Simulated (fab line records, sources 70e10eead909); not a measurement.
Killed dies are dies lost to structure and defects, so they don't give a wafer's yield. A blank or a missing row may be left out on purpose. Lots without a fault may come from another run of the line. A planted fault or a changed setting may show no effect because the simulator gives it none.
Problem report in the 8D (eight disciplines) form, filled by code | flow nand_harc | the parts of the form that need people (team, actions taken, sign-off) are left out

1. THE PROBLEM
killed_at_array at NHARC_END_SORT_01 reads a mean of 69 on 3 wafers of 2 lots; wafers without a fault read 24 with a standard deviation of 8.8. That is +5.1 standard deviations from the usual mean.
First seen on wafer L950.6, day 24 22:01, on prober-02. The record holds 42 wafers of 14 lots with a number at this step. Rule for "out", or "out of limits": more than 4 standard deviations from the usual mean. The other wafers with a number count as sound.

2. WHAT IT IS AND WHAT IT IS NOT
question                    | is                           | is not
which readings at this step | killed_at_array, killed_dies | killed_at_other, killed_at_periphery, killed_open, killed_short
which lots                  | L949, L950                   | L930, L931, L934, L935, L937, L938, L939, L940, L941, L942, L943, L944
which wafers of those lots  | L949.3, L949.5, L950.6       | L949.4, L950.2, L950.5
read on which gauges        | prober-01, prober-02         | -
when                        | from day 24 22:01            | up to then (38 sound wafers); but 1 sound wafer of L949 came after

3. SUSPECTS, AND WHAT RULES EACH OUT
Counting: a tool at a process step up to the reading stays a suspect if it ran every lot that is out. Sound lots after the first of them don't rule it out here, since some wafers of a struck lot are sound.
- the gauge at NHARC_END_SORT_01: ruled out. The wafers that are out were read on 2 gauges (prober-01, prober-02).
- cvd_w-02 at NHARC_A_CONTACT_CVD_19 (deposits W, target thk 300 nm, time 802 s): kept. It ran every lot that is out, first L950 (day 22 17:28); its last sound lot up to then is L944 (day 21 09:18).
- pecvd-03 at NHARC_THIN_TSV_DEP_47 (deposits SiO2, target thk 200 nm): kept. It ran every lot that is out, first L950 (day 23 23:59); its last sound lot up to then is L944 (day 23 03:38).
- Within cvd_w-02 at NHARC_A_CONTACT_CVD_19: the wafers that are out ran in chamber 0; their sound lot-mates ran in chamber 1.
Left after counting: cvd_w-02 at NHARC_A_CONTACT_CVD_19, pecvd-03 at NHARC_THIN_TSV_DEP_47.

4. THE CAUSE (what the simulator had put in)
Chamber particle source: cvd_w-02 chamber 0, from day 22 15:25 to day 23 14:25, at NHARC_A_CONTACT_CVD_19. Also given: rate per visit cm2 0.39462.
Counting left 2 suspects, and this tool is among them.

5. THE CHAIN OF EFFECTS, in route order
Each row: a reading whose mean over the struck wafers that have a number lies more than 3 standard deviations from the usual. Only readings for which the record gives a usual standard deviation are gone through. hours: the time from each lot's start at the first step in this table that gives one to its start at this step, as a median over the lots. sigmas: the change in usual standard deviations.
hours | step              | reading         | usual | on struck wafers | change | sigmas
0     | NHARC_END_SORT_01 | killed_at_array | 24    | 69               | +45    | +5.1
0     | NHARC_END_SORT_01 | killed_dies     | 28    | 71               | +43    | +4.6

6. WHAT WOULD HAVE CAUGHT IT SOONER
In this record the first reading out of limits at a measuring or inspecting step was taken at day 24 22:01, 55 hours after the fault began at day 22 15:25.
Of the tool readings at NHARC_A_CONTACT_CVD_19 for which the record gives a usual standard deviation, none was out on any struck wafer, so an alarm limit of 4 standard deviations on them would not have fired.
All the lots that are out (2) had begun NHARC_A_CONTACT_CVD_19 on cvd_w-02 by day 24 22:01. A hold on the tool at that time would have spared none of them.
